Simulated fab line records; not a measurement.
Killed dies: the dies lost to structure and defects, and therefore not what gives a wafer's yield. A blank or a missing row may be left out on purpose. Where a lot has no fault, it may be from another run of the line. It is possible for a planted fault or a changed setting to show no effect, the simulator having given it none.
Matching of chambers | flow n5_finfet | 4 sister chambers for N5_BEOL_M0_STRIP_140 on rie_diel-04
The step strips in CF4. 16 wafers are shown with their chamber, then 8 later ones without.

## WAFERS, EACH WITH ITS CHAMBER
wafer  | chamber | showerhead_plenum_p_Torr (Torr) | throttle_valve_pct (%) | rf_vpp_V (V)
L077.1 | 2       | 1.81                            | 13.61                  | 270.9
L077.2 | 0       | 1.77                            | 13.92                  | 269.7
L077.6 | 3       | 1.90                            | 13.31                  | 272.5
L078.1 | 0       | 1.77                            | 13.90                  | 269.6
L078.3 | 1       | 1.86                            | 13.84                  | 274.0
L078.6 | 3       | 1.90                            | 13.32                  | 271.7
L083.3 | 2       | 1.81                            | 13.65                  | 271.0
L083.4 | 2       | 1.81                            | 13.65                  | 270.5
L083.5 | 3       | 1.90                            | 13.34                  | 273.5
L082.1 | 1       | 1.86                            | 13.85                  | 270.6
L082.4 | 2       | 1.81                            | 13.65                  | 269.7
L082.5 | 3       | 1.90                            | 13.36                  | 273.7
L091.1 | 3       | 1.89                            | 13.39                  | 273.0
L091.2 | 2       | 1.80                            | 13.69                  | 272.0
L091.3 | 0       | 1.77                            | 13.38                  | 269.4
L092.2 | 2       | 1.80                            | 13.70                  | 271.2

SIGNATURES (averages over the wafers above)
reading                  | chamber 0 | chamber 1 | chamber 2 | chamber 3 | scatter within a chamber
showerhead_plenum_p_Torr | 1.7700    | 1.8600    | 1.8067    | 1.8980    | 0.00422
throttle_valve_pct       | 13.7333   | 13.8450   | 13.6583   | 13.3440   | 0.128
rf_vpp_V                 | 269.567   | 272.300   | 270.883   | 272.880   | 0.972
Rule: a wafer lies at a distance from a chamber equal to the root of the sum of squares, over the readings, of (its reading less the chamber's mean, divided by the reading's scatter). If the next closest chamber is less than 2 further off than the closest, the wafer can't be placed; otherwise it belongs to the closest. The scatter is the square root of a quotient: the sum, over the shown wafers, of each reading's squared deviation from its chamber's mean, divided by wafers minus chambers.

## WAFERS MISSING THEIR CHAMBER
wafer  | showerhead_plenum_p_Torr (Torr) | throttle_valve_pct (%) | rf_vpp_V (V)
L092.4 | 1.77                            | 13.42                  | 273.9
L092.6 | 1.77                            | 13.42                  | 271.0
L095.1 | 1.76                            | 13.42                  | 270.3
L095.4 | 1.89                            | 13.41                  | 273.1
L095.5 | 1.85                            | 13.95                  | 271.6
L096.1 | 1.76                            | 13.41                  | 270.6
L096.2 | 1.80                            | 13.72                  | 270.9
L096.5 | 1.80                            | 13.70                  | 269.8

## EACH ONE'S CHAMBER
wafer  | from the rows above | in truth
L092.4 | 0                   | 0
L092.6 | 0                   | 0
L095.1 | 0                   | 0
L095.4 | 3                   | 3
L095.5 | 1                   | 1
L096.1 | 0                   | 0
L096.2 | 2                   | 2
L096.5 | 2                   | 2
Placed correctly: 8 of 8. Not placeable from these rows: 0. Number placed wrongly: 0.
